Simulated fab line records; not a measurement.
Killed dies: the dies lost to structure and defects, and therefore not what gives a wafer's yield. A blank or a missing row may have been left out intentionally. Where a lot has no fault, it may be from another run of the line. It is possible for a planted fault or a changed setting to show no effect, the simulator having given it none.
Comparing a struck lot with a sound one + flow nand-harc + 14 out of 1302 route steps
Sound: these wafers, L122.2, L122.5, L122.6. Wafers L128.2, L128.3, L128.5 were the ones struck. The cause comes at the end.
Order at every step that has rows: each side's tool, ch and its chambers, its first start. Under that, the readings that differ: sound wafers + struck wafers + difference of the means + sigmas: that difference in standard deviations of wafers without a fault.
alike: a reading whose means differ by less than 2 such deviations, as well as words and numbers matching on both sides. not compared: withheld readings; readings where some wafer has no value; bounds like >300 that might hide an equal value; numbers whose values overlap and for which the record gives no deviation.
Wherever a step has rows on one side only, a row that says differs or no value, or a row with sigmas, the two part there. When numbers do not overlap yet have no deviation, they are printed without sigmas and do not part them. A reading missing from all wafers of one side parts the sides only when that side holds two or more wafers.

NHARC_A_M1_OVL_MEAS_10: pitch 240 nm.
  sound on overlay-02 at day 24 09:23; struck on overlay-02 at day 27 14:50
| reading           | sound       | struck         | difference | sigmas |
|-------------------|-------------|----------------|------------|--------|
| overlay-y-nm (nm) | 1.1 1.2 1.3 | -0.8 -0.6 -1.1 | -2.0       | -2     |
  alike: overlay-x-nm
NHARC_A_M1_INSPECT_11:
  sound on defect-inspect-01 at day 24 09:25; struck on defect-inspect-01 at day 27 14:52
  alike: raw-defect-count
NHARC_A_M1_DESCUM_14: chemistry O2, time 3 s.
  sound on rie-diel-06 ch 1,2,3, day 24 09:31; struck on rie-diel-06 ch 0,1,2, day 27 14:56
  alike: drypump-motor-current-A, oes-product-au, rf-vpp-V, showerhead-plenum-p-Torr, throttle-valve-pct
  not compared: rf-hours-counter-h
then, 1 step without rows for these wafers: NHARC_A_M1_ETCH_35 (etches the open film in N2/H2, target depth 40 nm, overetch 12 nm, time 43.94 s).
NHARC_A_M1_ETCH_15: etches the open film in C4F8/Ar, target depth 182.5 nm, time 91.2 s.
  sound: rie-diel-06 ch 2,3; struck: rie-diel-06 ch 0,3
  alike: oes-product-au, rf-vpp-V
  not compared: rf-hours-counter-h
NHARC_A_M1_CD_MEAS_16:
  sound on cd-sem-03 at day 24 09:47; struck on cd-sem-03 at day 27 15:14
  alike: cd-nm
NHARC_A_M1_STRIP_18: strips in N2/H2.
  sound on rie-diel-06 ch 0,2,3, day 24 09:55; struck on rie-diel-06 ch 0,1, day 27 15:18
  alike: drypump-motor-current-A, oes-product-au, power-w, rf-vpp-V, showerhead-plenum-p-Torr, throttle-valve-pct
  not compared: rf-hours-counter-h
then, 2 steps without rows for these wafers: NHARC_A_M1_ETCH_28 (etches the open film in CF4/N2, target depth 30 nm, time 72.99 s); NHARC_A_M1_STRIP_19 (strips in post etch residue remover, time 600 s).
NHARC_A_M1_DEGAS_29: time 60 s.
  sound on pvd-sputter-01 at day 24 10:31; struck on pvd-sputter-01 at day 27 15:58
  alike: heater-power-w, susceptor-temp-C
NHARC_A_M1_PRE_CLEAN_30: time 30 s.
  sound on pvd-sputter-01; struck on pvd-sputter-01
  alike: heater-power-w, susceptor-temp-C
then, 1 step without rows for these wafers: NHARC_A_M1_PVD_20 (deposits TaN, target thk 5 nm, time 8.06 s).
NHARC_A_M1_PVD_21: deposits Cu, target thk 30 nm, time 20.49 s.
  sound on pvd-sputter-01 at day 24 10:44; struck on pvd-sputter-01 at day 27 16:11
  no value came back on the struck wafers for cathode-dc-power-W (W), chamber-pressure-pa (Pa), throttle-valve-pct (%); on the sound wafers cathode-dc-power-W (W) reads 4999.9 5001.8 5000.8
then, 1 step without rows for these wafers: NHARC_A_M1_ECD_22 (material Cu, target thk 400 nm).

## WHERE THEY PART
Earliest at NHARC_A_M1_OVL_MEAS_10; latest, in this record, at NHARC_A_M1_PVD_21.

WHY: the cause the simulator had injected
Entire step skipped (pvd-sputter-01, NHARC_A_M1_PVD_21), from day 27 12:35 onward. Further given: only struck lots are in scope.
